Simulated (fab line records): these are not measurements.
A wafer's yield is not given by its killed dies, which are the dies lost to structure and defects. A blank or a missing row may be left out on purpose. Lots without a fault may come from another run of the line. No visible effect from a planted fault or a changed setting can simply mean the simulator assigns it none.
Chamber matching :: flow n5Finfet :: N5_FIN_SAQP_ALD_61 on aldSin-02 has 4 sister chambers
The step deposits SiO2, target thk 4 nm, pulse time 1 s, purge time 2 s. 8 wafers are shown with their chamber, then 11 later ones without.

## WAFERS, EACH WITH ITS CHAMBER
wafer: L078.1
chamber: 3
heaterPowerW (W): 462
precursorPulseHeightRel: 1.028

wafer: L085.2
chamber: 2
heaterPowerW (W): 493
precursorPulseHeightRel: 0.977

wafer: L085.4
chamber: 1
heaterPowerW (W): 428
precursorPulseHeightRel: 0.979

wafer: L085.6
chamber: 2
heaterPowerW (W): 499
precursorPulseHeightRel: 0.988

wafer: L087.2
chamber: 1
heaterPowerW (W): 425
precursorPulseHeightRel: 0.983

wafer: L087.5
chamber: 0
heaterPowerW (W): 498
precursorPulseHeightRel: 1.023

wafer: L087.6
chamber: 3
heaterPowerW (W): 466
precursorPulseHeightRel: 0.994

wafer: L089.2
chamber: 0
heaterPowerW (W): 504
precursorPulseHeightRel: 1.009

## WAFERS WITHOUT THEIR CHAMBER
wafer: L089.3
heaterPowerW (W): 465
precursorPulseHeightRel: 0.981

wafer: L089.6
heaterPowerW (W): 432
precursorPulseHeightRel: 0.999

wafer: L093.1
heaterPowerW (W): 500
precursorPulseHeightRel: 0.957

wafer: L093.4
heaterPowerW (W): 470
precursorPulseHeightRel: 1.011

wafer: L093.5
heaterPowerW (W): 458
precursorPulseHeightRel: 1.016

wafer: L095.1
heaterPowerW (W): 427
precursorPulseHeightRel: 1.048

wafer: L095.3
heaterPowerW (W): 508
precursorPulseHeightRel: 1.002

wafer: L095.4
heaterPowerW (W): 468
precursorPulseHeightRel: 1.008

wafer: L097.1
heaterPowerW (W): 494
precursorPulseHeightRel: 0.986

wafer: L097.4
heaterPowerW (W): 501
precursorPulseHeightRel: 0.965

wafer: L097.5
heaterPowerW (W): 494
precursorPulseHeightRel: 0.986

## WHICH CHAMBER EACH ONE RAN IN
wafer: L089.3
from the rows above: 3
in truth: 3

wafer: L089.6
from the rows above: 1
in truth: 1

wafer: L093.1
from the rows above: 2
in truth: 2

wafer: L093.4
from the rows above: 3
in truth: 3

wafer: L093.5
from the rows above: 3
in truth: 3

wafer: L095.1
from the rows above: 1
in truth: 1

wafer: L095.3
from the rows above: can't be placed: 0 or 2
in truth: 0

wafer: L095.4
from the rows above: 3
in truth: 3

wafer: L097.1
from the rows above: 2
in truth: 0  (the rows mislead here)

wafer: L097.4
from the rows above: can't be placed: 2 or 0
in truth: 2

wafer: L097.5
from the rows above: 2
in truth: 2
Correctly placed: 8 of 11. Can't be placed from these rows: 2 (the true chamber is among the candidates in 2). Placed wrongly: 1.
How it was worked out, from the rows above alone: a wafer's distance from a chamber is the root of the sum, over the readings, of the square of ((its reading less the chamber's mean) divided by the reading's scatter). If the next closest chamber is less than 2 further off than the closest, the wafer can't be placed; otherwise it belongs to the closest. A chamber's mean is the mean of its shown wafers. The scatter: the root of (the sum of the squares of (reading less its chamber's mean) over the shown wafers, divided by (wafers less chambers)).
